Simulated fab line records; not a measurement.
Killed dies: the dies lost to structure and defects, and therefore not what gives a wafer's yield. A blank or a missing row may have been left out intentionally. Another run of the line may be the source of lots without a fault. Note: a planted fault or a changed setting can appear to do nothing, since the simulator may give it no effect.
The same fault as seen by 2 desks | flow n5_finfet | what lay behind the numbers comes last; until then each desk has only its own

== TOOL OWNER'S DESK, cvd_co-02 ==
The tool's own readings at N5_BEOL_M3_CO_CAP_55 (material Co, precursor CCTBA/H2, target thk 2 nm, time 102.1 s): means of the sampled wafers that have a number, for each lot that ran on this tool. Any lot whose mean is over 4 standard deviations away from the usual mean is out of limits and marked OUT; that distance is given in the brackets.
Columns: A = heater_power_w at N5_BEOL_M3_CO_CAP_55, usual 236 W; B = run_length_s at N5_BEOL_M3_CO_CAP_55, usual 125.2 s
lot  | first seen here | A   | B
L740 | day 8 08:02     | 237 | 125.4
L742 | day 8 08:10     | 239 | 125.4
L743 | day 8 09:53     | 227 | 144.1 (+44) OUT
L744 | day 8 16:26     | 226 | 143.7 (+43) OUT
L761 | day 12 19:52    | 240 | 125.4
L762 | day 13 06:08    | 238 | 125.2
This desk finds L743, L744 out of limits, L743 being first, at day 8 09:53 (run_length_s at N5_BEOL_M3_CO_CAP_55). In limits: L740, L742, L761, L762.

== FROM THE METROLOGY DESK ==
Means of the sampled wafers that have a number, per lot and without regard to the tool the lot ran on: this is what the gauges read. Any lot whose mean is over 4 standard deviations away from the usual mean is out of limits and marked OUT; that distance is given in the brackets. Only the readings that lie furthest out on some lot appear, 7 of the 11 it has.
Columns: A = DIBL_N at N5_BEOL_M4_RC_MEAS_101, usual 36.5 mV/V; B = DIBL_P at N5_BEOL_M4_RC_MEAS_101, usual 36.5 mV/V; C = IOFF_N at N5_BEOL_M4_RC_MEAS_101, usual 0.16 nA/um; D = IOFF_P at N5_BEOL_M4_RC_MEAS_101, usual 0.21 nA/um; E = ION_N at N5_BEOL_M4_RC_MEAS_101, usual 672 uA/um; F = VT_N at N5_BEOL_M4_RC_MEAS_101, usual 250 mV; G = VT_P at N5_BEOL_M4_RC_MEAS_101, usual -250.5 mV
lot  | first seen here | A    | B    | C    | D    | E   | F   | G
L740 | day 8 08:13     | 33.1 | 35.4 | 0.14 | 0.18 | 668 | 252 | -251.3
L742 | day 8 08:21     | 37.0 | 34.7 | 0.14 | 0.19 | 672 | 249 | -250.2
L743 | day 8 10:04     | 35.7 | 35.9 | 0.16 | 0.20 | 676 | 249 | -252.0
L744 | day 8 16:37     | 38.9 | 38.5 | 0.21 | 0.26 | 677 | 247 | -248.9
L750 | day 10 03:04    | 33.3 | 33.5 | 0.11 | 0.17 | 651 | 256 | -252.3
L753 | day 11 07:42    | 37.0 | 37.1 | 0.18 | 0.22 | 661 | 249 | -249.4
L758 | day 11 21:20    | 35.7 | 34.4 | 0.14 | 0.21 | 672 | 251 | -248.5
L761 | day 12 20:01    | 36.8 | 37.7 | 0.18 | 0.23 | 683 | 248 | -248.0
L760 | day 12 21:08    | 37.7 | 38.2 | 0.16 | 0.22 | 673 | 250 | -252.9
L762 | day 13 06:19    | 37.8 | 40.0 | 0.22 | 0.27 | 679 | 246 | -245.0
This desk's verdict: no lot among the 10 shows anything out of limits.

== BROUGHT TOGETHER ==
The tool owner's desk had the chance to raise an alarm at day 8 09:53 on L743, L744.
From the metrology desk's view, nothing was out of limits.
The metrology desk has L743, L744 on record, within its limits.
N5_BEOL_M3_CO_CAP_55 was run on cvd_co-02 by each of the lots named.

== WHAT THE SIMULATOR PUT IN ==
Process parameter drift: cvd_co-02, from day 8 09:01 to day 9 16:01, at N5_BEOL_M3_CO_CAP_55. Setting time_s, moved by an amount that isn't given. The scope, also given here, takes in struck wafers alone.
Lots struck among those shown: L743, L744.
Each desk's first reading out of limits, in hours after the fault started: the tool owner's desk, 1.
